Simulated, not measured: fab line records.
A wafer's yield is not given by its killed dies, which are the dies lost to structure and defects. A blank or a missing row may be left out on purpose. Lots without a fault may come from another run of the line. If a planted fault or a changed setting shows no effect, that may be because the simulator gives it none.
8D (eight disciplines) problem report, filled in by code | flow nand harc | the parts of the form that need people (team, actions taken, sign-off) are left out

1. PROBLEM STATEMENT
rf fwd power W at NHARC_A_ONON_D1_DEP_33 reads a mean of 791.5 W on 2 wafers of 2 lots; wafers without a fault read 898.4 W with a standard deviation of 2.7. That is -40 standard deviations from the usual mean.
The step: deposits SiO2, target thk 200 nm.
First observed at day 16 03:26: wafer L385.5, on pecvd-04. The record holds 39 wafers of 13 lots with a number at this step. The rule behind "out" and "out of limits": a value lying over 4 standard deviations away from the usual mean. All remaining wafers that have a number are taken as sound.

2. WHAT IT IS, AND WHAT IT ISN'T
question                    | is                | is not
which readings at this step | rf fwd power W    | heater power w, susceptor temp C, throttle valve pct
which lots                  | L385, L386        | L366, L368, L369, L370, L371, L373, L374, L375, L377, L387, L388
which wafers of those lots  | L385.5, L386.2    | L385.1, L385.6, L386.4, L386.6
read on which tools         | pecvd-04          | pecvd-01, pecvd-02
when                        | from day 16 03:26 | up to then (29 sound wafers); but 8 sound wafers of L386, L387, L388 came after

3. SUSPECTS, AND WHAT RULES EACH OUT
Counting: any tool at a process step up to the reading remains a suspect provided it ran every lot that is out. Sound lots after the first of them don't rule it out here, since some wafers of a struck lot are sound.
- pecvd-04 at NHARC_A_ONON_D1_DEP_33 (deposits SiO2, target thk 200 nm): kept. Ran every lot that is out, first one L385 (day 16 03:26); last sound lot up to then L375 (day 12 00:47). Its own rf fwd power W readings are out on those wafers.
- At NHARC_A_ONON_D1_DEP_33, inside pecvd-04: chamber 0 took the wafers that are out, while their sound lot-mates went through chambers 1, 2.
Remaining after the count: pecvd-04 at NHARC_A_ONON_D1_DEP_33.

4. THE CAUSE (what the simulator had put in)
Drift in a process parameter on pecvd-04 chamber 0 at NHARC_A_ONON_D1_DEP_33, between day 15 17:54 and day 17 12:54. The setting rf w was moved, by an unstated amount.
This tool alone remained once counting was done.

5. THE CHAIN OF EFFECTS, in route order
Rows list readings where the struck wafers' mean (over those with a number) sits beyond 3 standard deviations from the usual. Readings are gone through only where the record gives a usual standard deviation; hours: the median, over the lots, of the time from a lot's start at the first step in this table giving one to that lot's start at this step; sigmas: the change measured in usual standard deviations.
hours | step                   | reading        | usual   | on struck wafers | change | sigmas
0     | NHARC_A_ONON_D1_DEP_33 | rf fwd power W | 898.4 W | 791.5            | -106.9 | -40
Its process steps:
- NHARC_A_ONON_D1_DEP_33: deposits SiO2, target thk 200 nm.
Later steps that measure or inspect, where all struck wafers having a row at the step show a number for every such reading and not one has moved that far: NHARC_A_ONON_D1_THK_MEAS_34, NHARC_A_ONON_D1_INSPECT_32, NHARC_A_CHANNEL_HOLE_D1_OVL_MEAS_11.

6. HOW IT WOULD HAVE BEEN CAUGHT EARLIER
The fault began at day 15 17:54; the first out-of-limits reading in this record came at day 16 03:26, 10 hours later.
